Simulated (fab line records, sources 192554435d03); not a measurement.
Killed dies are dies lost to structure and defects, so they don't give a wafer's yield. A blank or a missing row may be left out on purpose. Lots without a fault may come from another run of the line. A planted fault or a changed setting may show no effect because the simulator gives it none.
Chamber matching | flow n5_finfet | N5_BEOL_M7_STRIP_19 on rie_diel-02: 4 sister chambers
The step strips in O2. 4 wafers are shown with their chamber, then 8 later ones without.

WAFERS WITH THEIR CHAMBER
wafer  | chamber | drypump_motor_current_A (A)
L083.1 | 2       | 5.46
L083.3 | 0       | 5.82
L083.5 | 3       | 5.80
L087.4 | 1       | 6.32

WAFERS WITHOUT THEIR CHAMBER
wafer  | drypump_motor_current_A (A)
L087.5 | 5.45
L087.6 | 5.80
L092.1 | 5.79
L092.2 | 5.83
L092.3 | 5.44
L095.1 | 5.82
L095.4 | 5.82
L095.5 | 5.87

WHICH CHAMBER EACH WENT THROUGH
wafer  | from the rows above     | in truth
L087.5 | 2                       | 2
L087.6 | can't be placed: 3 or 0 | 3
L092.1 | can't be placed: 3 or 0 | 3
L092.2 | can't be placed: 0 or 3 | 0
L092.3 | 2                       | 2
L095.1 | can't be placed: 0 or 3 | 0
L095.4 | can't be placed: 0 or 3 | 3
L095.5 | can't be placed: 0 or 3 | 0
Placed correctly: 2 of 8. Can't be placed from these rows: 6 (the true chamber is among the candidates in 6). Placed wrongly: 0.
How it was worked out, from the rows above alone: a wafer's distance from a chamber is the root of the sum, over the readings, of the square of ((its reading less the chamber's mean) divided by the reading's scatter). The wafer belongs to the nearest chamber; if the next one is less than 2 further off, it can't be placed. A chamber's mean is the mean of its shown wafers. The scatter: with one shown wafer a chamber, the root of the mean of the squares of how far each hidden wafer lies from its nearest shown one.
